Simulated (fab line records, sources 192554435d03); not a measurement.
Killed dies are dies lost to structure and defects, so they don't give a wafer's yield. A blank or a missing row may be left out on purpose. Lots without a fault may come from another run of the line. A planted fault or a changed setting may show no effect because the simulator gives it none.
Problem report in the 8D (eight disciplines) form, filled by code | flow n5_finfet | the parts of the form that need people (team, actions taken, sign-off) are left out

1. THE PROBLEM
overpolish_run_s at N5_BEOL_M8_CMP_52 reads a mean of 0.036 s on 2 wafers of 2 lots; wafers without a fault read 6.899 s with a standard deviation of 0.0085. That is -99 or more standard deviations from the usual mean.
The step: polishes, stops on SiCOH lowk, t overpolish 6.9 s, target thk 80 nm.
First seen on wafer L541.3, day 12 04:31, on cmp-02. The record holds 33 wafers of 12 lots with a number at this step. Rule for "out", or "out of limits": more than 4 standard deviations from the usual mean. The other wafers with a number count as sound.

2. WHAT IT IS AND WHAT IT IS NOT
question                    | is                                         | is not
which readings at this step | overpolish_run_s, barrier_field_endpoint_s | motor_current_A
which lots                  | L541, L545                                 | L532, L533, L535, L536, L548, L551, L552, L553, L554, L555
which wafers of those lots  | L541.3, L545.3                             | L541.1, L545.1
read on which tools         | cmp-02, cmp-03                             | cmp-01
when                        | from day 12 04:31                          | up to then (13 sound wafers); but 18 sound wafers of L545, L548, L551, L552, L553, L554, L555 came after

3. SUSPECTS, AND WHAT RULES EACH OUT
Counting: a tool at a process step up to the reading stays a suspect if it ran every lot that is out. Sound lots after the first of them don't rule it out here, since some wafers of a struck lot are sound.
- pecvd-01 at N5_BEOL_M8_PECVD_70 (deposits SiO2 from TEOS/O2, target thk 20 nm, time 22.7 s): kept. It ran every lot that is out, first L541 (day 11 23:41); its last sound lot up to then is L536 (day 10 13:49).
Left after counting: pecvd-01 at N5_BEOL_M8_PECVD_70.

4. THE CAUSE (what the simulator had put in)
Process parameter drift: pecvd-01, from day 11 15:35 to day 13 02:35, at N5_BEOL_M8_PECVD_70. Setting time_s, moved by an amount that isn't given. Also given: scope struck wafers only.
Counting left only this tool.

5. THE CHAIN OF EFFECTS, in route order
Each row: a reading whose mean over the struck wafers that have a number lies more than 3 standard deviations from the usual. Only readings for which the record gives a usual standard deviation are gone through. hours: the time from each lot's start at the first step in this table that gives one to its start at this step, as a median over the lots. sigmas: the change in usual standard deviations.
hours | step              | reading                  | usual   | on struck wafers | change | sigmas
0     | N5_BEOL_M8_CMP_52 | barrier_field_endpoint_s | 28.8 s  | 46.8             | +18.0  | +27
0     | N5_BEOL_M8_CMP_52 | overpolish_run_s         | 6.899 s | 0.036            | -6.864 | -99 or more
The process steps in it:
- N5_BEOL_M8_CMP_52: polishes, stops on SiCOH lowk, t overpolish 6.9 s, target thk 80 nm.
Later measuring or inspecting steps at which every struck wafer that the step has a row for has a number for every such reading, and none has moved that far: N5_BEOL_M8_INSPECT_58.

6. WHAT WOULD HAVE CAUGHT IT SOONER
In this record the first reading out of limits was taken at day 12 04:31, 13 hours after the fault began at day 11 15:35.
Of the tool readings at N5_BEOL_M8_PECVD_70 for which the record gives a usual standard deviation, none was out on any struck wafer, so an alarm limit of 4 standard deviations on them would not have fired.
Of the lots that are out (2), L545 began N5_BEOL_M8_PECVD_70 on pecvd-01 after day 12 04:31. A hold on the tool at that time would have spared it.
